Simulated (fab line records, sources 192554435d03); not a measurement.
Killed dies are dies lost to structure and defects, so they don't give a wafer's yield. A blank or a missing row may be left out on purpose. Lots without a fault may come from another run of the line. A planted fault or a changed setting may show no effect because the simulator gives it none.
Chamber matching | flow n5_finfet | N5_FIN_CUT_DESCUM_13 on rie_diel-05: 4 sister chambers
The step chemistry O2, time 7 s. 4 wafers are shown with their chamber, then 12 later ones without.

WAFERS WITH THEIR CHAMBER
wafer  | chamber | throttle_valve_pct (%)
L082.2 | 0       | 20.65
L082.4 | 3       | 20.11
L082.5 | 1       | 20.14
L082.6 | 2       | 20.63

WAFERS WITHOUT THEIR CHAMBER
wafer  | throttle_valve_pct (%)
L084.1 | 20.16
L084.2 | 20.66
L084.3 | 20.65
L084.4 | 20.11
L084.5 | 20.64
L084.6 | 20.13
L086.4 | 20.14
L086.5 | 20.66
L086.6 | 20.13
L091.1 | 20.18
L091.3 | 20.15
L091.6 | 20.67

WHICH CHAMBER EACH WENT THROUGH
wafer  | from the rows above     | in truth
L084.1 | can't be placed: 1 or 3 | 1
L084.2 | can't be placed: 0 or 2 | 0
L084.3 | can't be placed: 0 or 2 | 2
L084.4 | can't be placed: 3 or 1 | 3
L084.5 | can't be placed: 0 or 2 | 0
L084.6 | can't be placed: 1 or 3 | 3
L086.4 | can't be placed: 1 or 3 | 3
L086.5 | can't be placed: 0 or 2 | 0
L086.6 | can't be placed: 1 or 3 | 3
L091.1 | can't be placed: 1 or 3 | 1
L091.3 | can't be placed: 1 or 3 | 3
L091.6 | can't be placed: 0 or 2 | 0
Placed correctly: 0 of 12. Can't be placed from these rows: 12 (the true chamber is among the candidates in 12). Placed wrongly: 0.
How it was worked out, from the rows above alone: a wafer's distance from a chamber is the root of the sum, over the readings, of the square of ((its reading less the chamber's mean) divided by the reading's scatter). The wafer belongs to the nearest chamber; if the next one is less than 2 further off, it can't be placed. A chamber's mean is the mean of its shown wafers. The scatter: with one shown wafer a chamber, the root of the mean of the squares of how far each hidden wafer lies from its nearest shown one.
